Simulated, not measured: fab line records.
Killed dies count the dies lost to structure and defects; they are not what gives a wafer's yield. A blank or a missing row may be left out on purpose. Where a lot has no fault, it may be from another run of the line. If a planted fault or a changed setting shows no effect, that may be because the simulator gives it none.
fab line records | flow n5-finfet
record: lots: 6 | wafers: 18 | last-day: 17
route steps=1938 shown HKMG_FIN@457 GATE_CUT@465 BEOL_M4@1111 PASSIVATION@1936
lots that met no fault: from a run of the same line without faults
start-h: start of the lot's first displayed wafer, in hours after the record's first day | wait-h: how many hours have passed since the lot's step before this one | " unchanged from the row above | L1.1+2: a single row standing in for several wafers | - no value, or no start was given | * or withheld: withheld | < > ~ a bound
route shown NAME@n: NAME is a module with steps in the file, n the number in the route of the first one | usual: average and standard deviation across the fault-free wafers | same: alike in all rows | chamber/n: place in a boat | sites: the reading at each site | _std_site: the values' standard deviation | _edge_site: inner sites' mean taken away from outer sites' mean | radius-mm: how far each site lies from the wafer's centre | mask NAME#n: copy n | behind: the last tool/chamber to shape the wafer | hold: why the lot went on hold/how many hours it stayed there/how the hold came to an end | device: which transistor (n, p or np) failed to switch | end of line: the tests these same wafers got at the end of their route | for a step that has no rows: nothing shown but its recipe | killed: at the first sort, the dies lost to defects and structure; wafer yield is something else | map: a wafer's dies, marking killed ones x, the rest . and places with no die _
set.NAME: the setting that was run; set.NAME@STEP: the one run at that earlier step | model.NAME: the simulator's own value behind a step, which no gauge read
certain route steps with their lots: each step a table, each wafer a row
services: the hour from which a tool's chamber was out of use, counted from the record's first day as start-h (under 0 if before that day), plus the number of hours and why
== steps ==
step: N5_HKMG_FIN_ALD_72
recipe: material: W | target-thk-a: 20 | temp-c: 300 | pressure-torr: 7.5 | ald-precursor-family: WF6 | ald-co-reactant: B2H6 | pulse-time-s: 1 | purge-time-s: 2 | co-reactant-purge-time-s: 2 | co-reactant-pulse-time-s: 3 | ald-cycles: 7
usual: heater-power-w: 467/22 | precursor-pulse-height-rel: 1.003/0.019
same: purge-time-s: 2
lot.wafer | tool     | chamber | start-h | wait-h | heater-power-w | precursor-pulse-height-rel
L225.2    | cvd-w-02 | 0       | 145.35  | 0.2    | 467            | 1.007
L225.3    | "        | 1       | "       | "      | 442            | 0.992
L225.4    | "        | 0       | "       | "      | 483            | 1.047
L227.2    | cvd-w-01 | 0       | 161.62  | 0.2    | 453            | 0.963
L227.3    | "        | 1       | "       | "      | 500            | 1.040
L227.4    | "        | 0       | "       | "      | 449            | 0.998
L232.2    | cvd-w-02 | 1       | 185.28  | 0.2    | 449            | 0.986
L232.3    | "        | 1       | "       | "      | 442            | 1.024
L232.5    | "        | 1       | "       | "      | 444            | 1.000
L233.3    | cvd-w-01 | 1       | 194.53  | 0.2    | 499            | 0.988
L233.4    | "        | 0       | "       | "      | 454            | 1.039
L233.5    | "        | 1       | "       | "      | 518            | 1.032
L234.1    | cvd-w-01 | 0       | 200.75  | 0.2    | 454            | 1.042
L234.2    | "        | 1       | "       | "      | 507            | 1.014
L234.5    | "        | 0       | "       | "      | 459            | 1.007
L235.2    | cvd-w-02 | 1       | 208.13  | 0.2    | 449            | 0.987
L235.3    | "        | 1       | "       | "      | 445            | 0.997
L235.4    | "        | 1       | "       | "      | 452            | 1.021
step: N5_HKMG_FIN_W_FILL_22
recipe: material: W | target-thk-a: 600 | temp-c: 400 | pressure-torr: 39.4 | time-s: 18.2
usual: heater-power-w: 833/42 | throttle-valve-pct: 18.8/1.1
lot.wafer | tool     | chamber | start-h | wait-h | heater-power-w | throttle-valve-pct
L225.2    | cvd-w-02 | 0       | 145.41  | 0.0    | 846            | 18.8
L225.3    | "        | 1       | "       | "      | 782            | 17.7
L225.4    | "        | 0       | "       | "      | 840            | 18.8
L227.2    | cvd-w-01 | 0       | 161.68  | 0.0    | 804            | 18.6
L227.3    | "        | 1       | "       | "      | 895            | 20.7
L227.4    | "        | 0       | "       | "      | 834            | 18.7
L232.2    | cvd-w-02 | 1       | 185.40  | 0.1    | 781            | 17.9
L232.3    | "        | 1       | "       | "      | 788            | 17.9
L232.5    | "        | 1       | "       | "      | 796            | 17.7
L233.3    | cvd-w-01 | 1       | 194.58  | 0.0    | 900            | 20.9
L233.4    | "        | 0       | "       | "      | 803            | 18.3
L233.5    | "        | 1       | "       | "      | 916            | 20.9
L234.1    | cvd-w-01 | 0       | 200.82  | 0.0    | 820            | 18.6
L234.2    | "        | 1       | "       | "      | 923            | 21.1
L234.5    | "        | 0       | "       | "      | 812            | 18.5
L235.2    | cvd-w-02 | 1       | 208.24  | 0.1    | 805            | 17.9
L235.3    | "        | 1       | "       | "      | 787            | 18.0
L235.4    | "        | 1       | "       | "      | 785            | 18.0
step: N5_HKMG_FIN_PRECLEAN_83
recipe: chemistry: DIW | time-s: 57.5 | temp-c: 23
step: N5_HKMG_FIN_SRD_84
recipe: dry-time-s: 32 | dry: n2-spin | spin-rpm: 1500
step: N5_HKMG_FIN_CMP_23
recipe: stop-on: SiNx | t-overpolish-s: 10 | post-cmp-clean: rinse-only | down-force-psi: 4 | platen-rpm: 50.289 | pad-velocity-m-s: 1.0006 | target-thk-nm: 46.326
step: N5_HKMG_FIN_CMP_94
recipe: stop-on: SiNx | post-cmp-clean: w-dilute-nh4oh | t-overpolish-s: 4.7 | down-force-psi: 4 | platen-rpm: 50.289 | pad-velocity-m-s: 1.0006 | target-thk-nm: 43.299
step: N5_HKMG_FIN_INSPECT_28
recipe: inspect-instrument: darkfield | mode: post-cmp
usual: raw-defect-count: 38/15
lot.wafer | tool              | chamber | start-h | wait-h | raw-defect-count
L225.2    | defect-inspect-01 | -       | 147.05  | 0.0    | 17
L225.3    | "                 | -       | "       | "      | 19
L225.4    | "                 | -       | "       | "      | 32
L227.2    | defect-inspect-02 | -       | 162.50  | 0.0    | 47
L227.3    | "                 | -       | "       | "      | 51
L227.4    | "                 | -       | "       | "      | 24
L232.2    | defect-inspect-02 | -       | 186.24  | 0.0    | 39
L232.3    | "                 | -       | "       | "      | 20
L232.5    | "                 | -       | "       | "      | 22
L233.3    | defect-inspect-02 | -       | 195.39  | 0.0    | 44
L233.4    | "                 | -       | "       | "      | 35
L233.5    | "                 | -       | "       | "      | 28
L234.1    | defect-inspect-02 | -       | 201.64  | 0.0    | 33
L234.2    | "                 | -       | "       | "      | 68
L234.5    | "                 | -       | "       | "      | 21
L235.2    | defect-inspect-02 | -       | 209.08  | 0.0    | 43
L235.3    | "                 | -       | "       | "      | 23
L235.4    | "                 | -       | "       | "      | 13
step: N5_GATE_CUT_ETCHBACK_00
recipe: chemistry: SF6/Cl2 | target: W | pressure-mtorr: 8 | icp-w: 900 | bias-w: 80 | SF6_flow_sccm: 40 | Cl2_flow_sccm: 60
usual: drypump-motor-current-A: 5.48/0.29 | oes-product-au: 0.78/0.15 | throttle-valve-pct: 27.6/0.44
lot.wafer | tool         | chamber | start-h | wait-h | drypump-motor-current-A | oes-product-au | rf-hours-counter-h | throttle-valve-pct
L225.2    | rie-metal-01 | 0       | 147.09  | 0.0    | 5.46                    | 0.93           | 3                  | 28.1
L225.3    | "            | 0       | "       | "      | 5.45                    | 0.94           | -                  | 28.1
L225.4    | "            | 1       | "       | "      | 5.63                    | 0.95           | -                  | 26.9
L227.2    | rie-metal-03 | 1       | 162.53  | 0.0    | 5.92                    | 0.80           | 35                 | 28.1
L227.3    | "            | 1       | "       | "      | 5.93                    | 0.79           | -                  | 28.1
L227.4    | "            | 0       | "       | "      | 5.66                    | 0.74           | -                  | 27.8
L232.2    | rie-metal-02 | 1       | 186.28  | 0.0    | 5.51                    | 0.59           | 131                | 27.5
L232.3    | "            | 1       | "       | "      | 5.50                    | 0.59           | -                  | 27.5
L232.5    | "            | 0       | "       | "      | 4.94                    | 0.61           | -                  | 27.7
L233.3    | rie-metal-02 | 1       | 195.47  | 0.1    | 5.51                    | 0.58           | -                  | 27.5
L233.4    | "            | 0       | "       | "      | 4.94                    | 0.61           | -                  | 27.8
L233.5    | "            | 0       | "       | "      | 4.93                    | 0.61           | -                  | 27.8
L234.1    | rie-metal-01 | 0       | 201.67  | 0.0    | 5.51                    | 0.90           | 9                  | 28.1
L234.2    | "            | 1       | "       | "      | 5.60                    | 0.93           | 12                 | 27.0
L234.5    | "            | 1       | "       | "      | 5.62                    | 0.92           | -                  | 26.9
L235.2    | rie-metal-02 | 0       | 209.15  | 0.1    | 4.95                    | 0.61           | -                  | 27.8
L235.3    | "            | 0       | "       | "      | 4.95                    | 0.61           | -                  | 27.8
L235.4    | "            | 0       | "       | "      | 4.97                    | 0.61           | -                  | 27.8
step: N5_GATE_CUT_ETCH_56
recipe: chemistry: Cl2/Ar | target: TiN | target-depth-a: 216 | pressure-mtorr: 10 | icp-w: 600 | bias-w: 60 | Cl2_flow_sccm: 40 | Ar_flow_sccm: 60
step: N5_GATE_CUT_ETCHBACK_30
recipe: chemistry: Cl2/Ar | target: TiN | target-depth-a: 30 | mode: isotropic | pressure-mtorr: 10 | icp-w: 600 | bias-w: 60 | Cl2_flow_sccm: 40 | Ar_flow_sccm: 60
usual: drypump-motor-current-A: 5.48/0.29 | oes-product-au: 0.79/0.16 | throttle-valve-pct: 20.9/0.36
lot.wafer | tool         | chamber | start-h | wait-h | drypump-motor-current-A | oes-product-au | rf-hours-counter-h | throttle-valve-pct
L225.2    | rie-metal-01 | 0       | 147.30  | 0.1    | 5.46                    | 0.92           | 3                  | 21.1
L225.3    | "            | 0       | "       | "      | 5.49                    | 0.92           | -                  | 21.1
L225.4    | "            | 1       | "       | "      | 5.64                    | 0.99           | -                  | 20.3
L227.2    | rie-metal-03 | 1       | 162.74  | 0.1    | 5.92                    | 0.79           | 35                 | 21.2
L227.3    | "            | 1       | "       | "      | 5.91                    | 0.79           | -                  | 21.2
L227.4    | "            | 0       | "       | "      | 5.68                    | 0.74           | -                  | 21.0
L232.2    | rie-metal-02 | 1       | 186.49  | 0.1    | 5.50                    | 0.61           | 131                | 21.1
L232.3    | "            | 1       | "       | "      | 5.51                    | 0.61           | -                  | 21.1
L232.5    | "            | 0       | "       | "      | 4.95                    | 0.60           | -                  | 21.0
L233.3    | rie-metal-02 | 1       | 195.65  | 0.0    | 5.50                    | 0.61           | -                  | 21.1
L233.4    | "            | 0       | "       | "      | 4.94                    | 0.60           | -                  | 21.0
L233.5    | "            | 0       | "       | "      | 4.95                    | 0.60           | -                  | 21.0
L234.1    | rie-metal-01 | 0       | 201.88  | 0.1    | 5.46                    | 0.89           | 9                  | 21.2
L234.2    | "            | 1       | "       | "      | 5.63                    | 0.97           | 12                 | 20.3
L234.5    | "            | 1       | "       | "      | 5.63                    | 0.97           | -                  | 20.3
L235.2    | rie-metal-02 | 0       | 209.54  | 0.1    | 4.96                    | 0.60           | -                  | 21.0
L235.3    | "            | 0       | "       | "      | 4.92                    | 0.60           | -                  | 21.0
L235.4    | "            | 0       | "       | "      | 4.94                    | 0.59           | -                  | 21.0
step: N5_GATE_CUT_VAPOR_ETCH_60
recipe: chemistry: BCl3/Cl2 | target: HfO2 | mode: isotropic
usual: drypump-motor-current-A: 5.48/0.29 | oes-product-au: 0.79/0.16
lot.wafer | tool         | chamber | start-h | wait-h | drypump-motor-current-A | oes-product-au
L225.2    | rie-metal-01 | 0       | 147.33  | 0.0    | 5.45                    | 0.95
L225.3    | "            | 0       | "       | "      | 5.47                    | 0.95
L225.4    | "            | 1       | "       | "      | 5.65                    | 0.97
L227.2    | rie-metal-03 | 1       | 162.77  | 0.0    | 5.91                    | 0.80
L227.3    | "            | 1       | "       | "      | 5.93                    | 0.81
L227.4    | "            | 0       | "       | "      | 5.68                    | 0.73
L232.2    | rie-metal-02 | 1       | 186.52  | 0.0    | 5.55                    | 0.60
L232.3    | "            | 1       | "       | "      | 5.52                    | 0.61
L232.5    | "            | 0       | "       | "      | 4.96                    | 0.62
L233.3    | rie-metal-02 | 1       | 195.68  | 0.0    | 5.50                    | 0.60
L233.4    | "            | 0       | "       | "      | 4.96                    | 0.61
L233.5    | "            | 0       | "       | "      | 4.95                    | 0.61
L234.1    | rie-metal-01 | 0       | 201.91  | 0.0    | 5.45                    | 0.89
L234.2    | "            | 1       | "       | "      | 5.63                    | 0.94
L234.5    | "            | 1       | "       | "      | 5.62                    | 0.94
L235.2    | rie-metal-02 | 0       | 209.60  | 0.1    | 4.93                    | 0.60
L235.3    | "            | 0       | "       | "      | 4.95                    | 0.61
L235.4    | "            | 0       | "       | "      | 4.94                    | 0.61
step: N5_GATE_CUT_ETCH_58
recipe: chemistry: CH3F/O2 | target: SiNx | target-depth-a: 170 | time-s: 128.6 | ion-energy-ev: 50 | pressure-mtorr: 30 | source-w: 415 | bias-w: 21 | Ar_flow_sccm: 150 | CH3F_flow_sccm: 30 | O2_flow_sccm: 20
usual: drypump-motor-current-A: 5.8/0.56 | oes-product-au: 0.75/0.074 | rf-fwd-power-W: 413.3/1.3 | rf-vpp-V: 99.1/0.98 | showerhead-plenum-p-Torr: 2.00/0.065 | throttle-valve-pct: 16.24/0.2
lot.wafer | tool        | chamber | start-h | wait-h | drypump-motor-current-A | oes-product-au | rf-fwd-power-W | rf-hours-counter-h | rf-vpp-V | showerhead-plenum-p-Torr | throttle-valve-pct | model.etch.depth-nm
L225.2    | rie-diel-06 | 2       | 147.38  | 0.0    | 6.2                     | 0.91           | 413.3          | 24                 | 98.5     | 1.97                     | 16.41              | 17.43
L225.3    | "           | 1       | "       | "      | 5.4                     | 0.86           | 410.6          | 49                 | 100.9    | 2.03                     | 15.89              | 17.48
L225.4    | "           | 3       | "       | "      | 5.2                     | 0.74           | 410.1          | 161                | 99.0     | 1.90                     | 16.18              | 17.24
L227.2    | rie-diel-04 | 2       | 162.93  | 0.1    | 4.9                     | 0.73           | 415.1          | 194                | 97.8     | 2.05                     | 16.24              | 16.75
L227.3    | "           | 0       | "       | "      | 5.3                     | 0.74           | 412.5          | 148                | 99.2     | 2.08                     | 16.38              | 16.37
L227.4    | "           | 3       | "       | "      | 5.9                     | 0.68           | 413.6          | 229                | 100.3    | 1.89                     | 16.38              | 15.87
L232.2    | rie-diel-04 | 0       | 186.65  | 0.1    | 5.3                     | 0.74           | 412.6          | 154                | 99.5     | 2.08                     | 16.38              | 16.53
L232.3    | "           | 2       | "       | "      | 4.9                     | 0.68           | 314.3          | 201                | 110.3    | 2.05                     | 16.24              | 15.37
L232.5    | "           | 1       | "       | "      | 6.3                     | 0.72           | 412.7          | -                  | 99.3     | 2.07                     | 16.08              | 16.91
L233.3    | rie-diel-04 | 0       | 195.72  | 0.0    | 5.3                     | 0.73           | 412.3          | 156                | 100.3    | 2.08                     | 16.37              | 16.43
L233.4    | "           | 1       | "       | "      | 6.3                     | 0.71           | 413.5          | 201                | 99.6     | 2.07                     | 16.08              | 16.66
L233.5    | "           | 2       | "       | "      | 4.9                     | 0.68           | 314.1          | -                  | 109.1    | 2.05                     | 16.25              | 15.13
L234.1    | rie-diel-02 | 1       | 201.96  | 0.0    | 5.1                     | 0.69           | 414.3          | 232                | 98.8     | 2.03                     | 16.04              | 17.28
L234.2    | "           | 0       | "       | "      | 6.4                     | 0.97           | 414.0          | 15                 | 100.5    | 2.03                     | 15.85              | 17.93
L234.5    | "           | 1       | "       | "      | 5.1                     | 0.70           | 415.2          | -                  | 99.7     | 2.03                     | 16.03              | 17.08
L235.2    | rie-diel-06 | 2       | 209.73  | 0.1    | 6.2                     | 0.88           | 413.3          | 40                 | 98.6     | 1.97                     | 16.43              | 17.26
L235.3    | "           | 1       | "       | "      | 5.4                     | 0.83           | 412.1          | 68                 | 98.2     | 2.02                     | 15.92              | 17.1
L235.4    | "           | 3       | "       | "      | 5.2                     | 0.72           | 413.6          | 178                | 99.1     | 1.89                     | 16.22              | 17
step: N5_GATE_CUT_STRIP_59
recipe: chemistry: N2/H2 | time-s: 20 | power-w: 100 | temp-c: 40 | pressure-mtorr: 100 | rf-frequency-hz: 6e+07 | bias-power-w: 3 | n2-flow-sccm: 300 | h2-flow-sccm: 300
step: N5_BEOL_M4_RC_MEAS_101
usual: DIBL_N: 37.0/2.3 | DIBL_P: 37.3/2.8 | IOFF_N: 0.17/0.046 | IOFF_P: 0.23/0.054 | ION_N: 675/14 | ION_P: 460/9.3 | SS_N: 71.7/0.73 | SS_P: 73.6/0.95 | VT_N: 249/3.9 | VT_P: -250/3.9
lot.wafer | tool      | chamber | start-h | wait-h | DIBL_N[mV/V] | DIBL_P[mV/V] | IOFF_N[nA/um] | IOFF_P[nA/um] | ION_N[uA/um] | ION_P[uA/um] | SS_N[mV/dec] | SS_P[mV/dec] | VT_N[mV] | VT_P[mV]
L225.2    | prober-01 | 0       | 235.57  | 0.2    | 37.3         | 37.4         | 0.15          | 0.23          | 662          | 455          | 71.4         | 74.5         | 252      | -248
L225.3    | "         | 0       | "       | "      | 39.7         | 38.7         | 0.21          | 0.24          | 677          | 461          | 72.4         | 73.9         | 246      | -251
L225.4    | "         | 0       | "       | "      | 36.2         | 34.4         | 0.14          | 0.17          | 664          | 452          | 71.6         | 72.6         | 253      | -254
L227.2    | prober-02 | 0       | 251.04  | 0.2    | 37.3         | 39.3         | 0.23          | 0.29          | 695          | 473          | 71.2         | 74.5         | 241      | -242
L227.3    | "         | 0       | "       | "      | 35.5         | 37.2         | 0.19          | 0.25          | 679          | 470          | 71.1         | 73.6         | 243      | -248
L227.4    | "         | 0       | "       | "      | 38.5         | 40.0         | 0.26          | 0.32          | 691          | 472          | 72.5         | 74.4         | 242      | -243
L232.2    | prober-01 | 0       | 286.86  | 0.2    | 32.4         | 33.9         | 0.12          | 0.14          | 668          | 449          | 72.0         | 71.9         | 252      | -257
L232.3    | "         | 0       | "       | "      | 31.7         | 34.1         | 0.11          | 0.15          | 659          | 455          | 70.6         | 72.5         | 255      | -256
L232.5    | "         | 0       | "       | "      | 33.6         | 35.0         | 0.13          | 0.16          | 662          | 448          | 71.6         | 73.5         | 253      | -254
L233.3    | prober-02 | 0       | 289.24  | 0.3    | 38.5         | 37.5         | 0.19          | 0.24          | 700          | 472          | 70.6         | 74.1         | 249      | -247
L233.4    | "         | 0       | "       | "      | 39.1         | 37.4         | 0.20          | 0.24          | 684          | 461          | 71.6         | 74.4         | 249      | -248
L233.5    | "         | 0       | "       | "      | 41.1         | 39.3         | 0.25          | 0.29          | 691          | 463          | 72.0         | 75.2         | 244      | -247
L234.1    | prober-01 | 0       | 301.78  | 0.0    | 34.9         | 34.2         | 0.13          | 0.16          | 656          | 450          | 71.0         | 71.9         | 256      | -255
L234.2    | "         | 0       | "       | "      | 36.4         | 37.6         | 0.16          | 0.20          | 681          | 464          | 71.2         | 73.6         | 252      | -253
L234.5    | "         | 0       | "       | "      | 33.0         | 33.7         | 0.11          | 0.16          | 664          | 457          | 70.9         | 72.2         | 255      | -254
L235.2    | prober-01 | 0       | 308.62  | 0.2    | 39.6         | 37.7         | 0.20          | 0.23          | 664          | 454          | 72.1         | 73.7         | 244      | -255
L235.3    | "         | 0       | "       | "      | 37.4         | 36.2         | 0.14          | 0.21          | 645          | 443          | 72.1         | 73.6         | 253      | -253
L235.4    | "         | 0       | "       | "      | 37.9         | 36.0         | 0.15          | 0.19          | 664          | 451          | 71.7         | 73.2         | 255      | -253
step: N5_PASSIVATION_PROBE_49
usual: defect-limited-yield: 91.5/1.3 | killed_at_M0_to_M3: 36/10 | killed_at_M4_up: 13/4.7 | killed-at-contacts: 13/6.7 | killed-at-front-end: 37/9.7 | killed-at-other: 2.6/2.3 | killed-dies: 101/15 | killed-open: 67/12 | killed-short: 32/6.7 | sort_bin_5_function: 5.0/0.89 | sort_bin_6_memory: 3.2/0.63 | sort-n-pass: 1079/16 | sort-yield-pct: 91.4/1.4
same: gross-dies: 1180 | killed-at-back-side: 0 | sort_bin_4_leakage[%]: 0 | sort_bin_8_speed[%]: 0
lot.wafer | tool      | chamber | start-h | wait-h | defect-limited-yield[%] | killed_at_M0_to_M3 | killed_at_M4_up | killed-at-contacts | killed-at-front-end | killed-at-other | killed-dies | killed-open | killed-short | sort_bin_5_function[%] | sort_bin_6_memory[%] | sort-n-pass | sort-yield-pct[%]
L227.3    | prober-02 | -       | 368.43  | 0.1    | 91.6                    | 37                 | 10              | 8                  | 38                  | 6               | 99          | 63          | 33           | 5.4                    | 2.8                  | 1081        | 91.6
L234.1    | prober-02 | -       | 404.37  | 0.0    | 93.5                    | 21                 | 11              | 7                  | 36                  | 2               | 77          | 51          | 24           | 3.8                    | 2.5                  | 1103        | 93.5
L234.2    | prober-02 | -       | 404.42  | 0.1    | 89.9                    | 40                 | 7               | 13                 | 57                  | 2               | 119         | 75          | 40           | 5.8                    | 3.9                  | 1061        | 89.9
L234.5    | prober-02 | -       | 404.57  | 0.2    | 91.5                    | 20                 | 15              | 5                  | 57                  | 3               | 100         | 69          | 30           | 5.3                    | 2.9                  | 1080        | 91.5
killed by level:class
L227.3 BEOL_M3:geometric-particle:open=10 FIN_SAQP:geometric-particle:short=8 STI_FIN_REVEAL:geometric-particle:open=8 DUMMY_GATE:geometric-particle:open=7 BEOL_M1:geometric-particle:open=7 MOL_CONTACT_COAG:geometric-particle:open=6 DUMMY_GATE:geometric-particle:short=5 BEOL_M2:geometric-particle:open=5
L234.1 BEOL_M2:geometric-particle:open=11 STI_FIN_REVEAL:geometric-particle:open=7 FIN_SAQP:geometric-particle:open=6 DUMMY_GATE:geometric-particle:open=5 GATE_CUT:geometric-particle:open=5 GATE_CUT:geometric-particle:short=5 MOL_CONTACT_COAG:geometric-particle:open=5 STARTING-WAFER:geometric-particle:short=4
L234.2 FIN_SAQP:geometric-particle:open=14 FIN_SAQP:geometric-particle:short=11 STI_FIN_REVEAL:geometric-particle:open=11 BEOL_M0_SAQP:geometric-particle:short=10 BEOL_M0_SAQP:geometric-particle:open=8 BEOL_M2:geometric-particle:open=8 MOL_CONTACT_COAG:geometric-particle:open=7 STARTING-WAFER:geometric-particle:open=7
L234.5 FIN_SAQP:geometric-particle:open=13 STI_FIN_REVEAL:geometric-particle:open=11 FIN_SAQP:geometric-particle:short=9 BEOL_M2:geometric-particle:open=9 DUMMY_GATE:geometric-particle:open=7 BEOL_M4:geometric-particle:open=6 GATE_CUT:geometric-particle:open=5 BEOL_M2:geometric-particle:short=4
== services ==
tool         | chamber | start-h | hours | kind
cvd-w-01     | 0       | 126.26  | 2.9   | repair
rie-diel-02  | 0       | 133.14  | -     | clean
rie-diel-02  | 0       | 133.14  | -     | consumable-replace:focus-ring
rie-diel-02  | 0       | 133.14  | 16.0  | scheduled-down
rie-diel-02  | 0       | 133.14  | 16.0  | vent-cycle
rie-diel-04  | 2       | 140.05  | 19.5  | repair
cvd-w-01     | 0       | 174.74  | 11.9  | repair
rie-metal-01 | 1       | 176.04  | 4.8   | repair
rie-diel-04  | 3       | 180.80  | 1.6   | repair
cvd-w-02     | 0       | 180.94  | 27.7  | repair
cvd-w-01     | 1       | 180.95  | 4.3   | repair
cvd-w-02     | -       | 185.44  | 4.3   | pm
cvd-w-01     | -       | 195.22  | 1.1   | repair
rie-metal-02 | 1       | 204.81  | -     | clean
rie-metal-02 | 1       | 204.81  | 15.8  | scheduled-down
rie-metal-02 | 1       | 204.81  | 15.8  | vent-cycle
== key ==
first-sign: step: N5_GATE_CUT_ETCH_58 | reading: rf-fwd-power-W | direction: down | sigmas: 73 | usual: * | struck: *
effect: step: N5_GATE_CUT_ETCH_58 | reading: rf-vpp-V | direction: up | sigmas: 11 | usual: 99.1 | struck: 109.7
model-effect: step: N5_GATE_CUT_ETCH_58 | value: etch.depth-nm | without: 16.77 | struck: 15.25
met-at N5_GATE_CUT_ETCH_58
struck-wafers L232.3,L233.5
onset-between 162.93 186.65
fault: kind: process-parameter-drift | tool: rie-diel-04 | chamber: 2 | onset-h: 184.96 | steps: N5_GATE_CUT_ETCH_58 | channel: source-w | offset: -99.6 | shape: step | end-h: 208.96 | acts-in: these-recipes-only | stated: 415
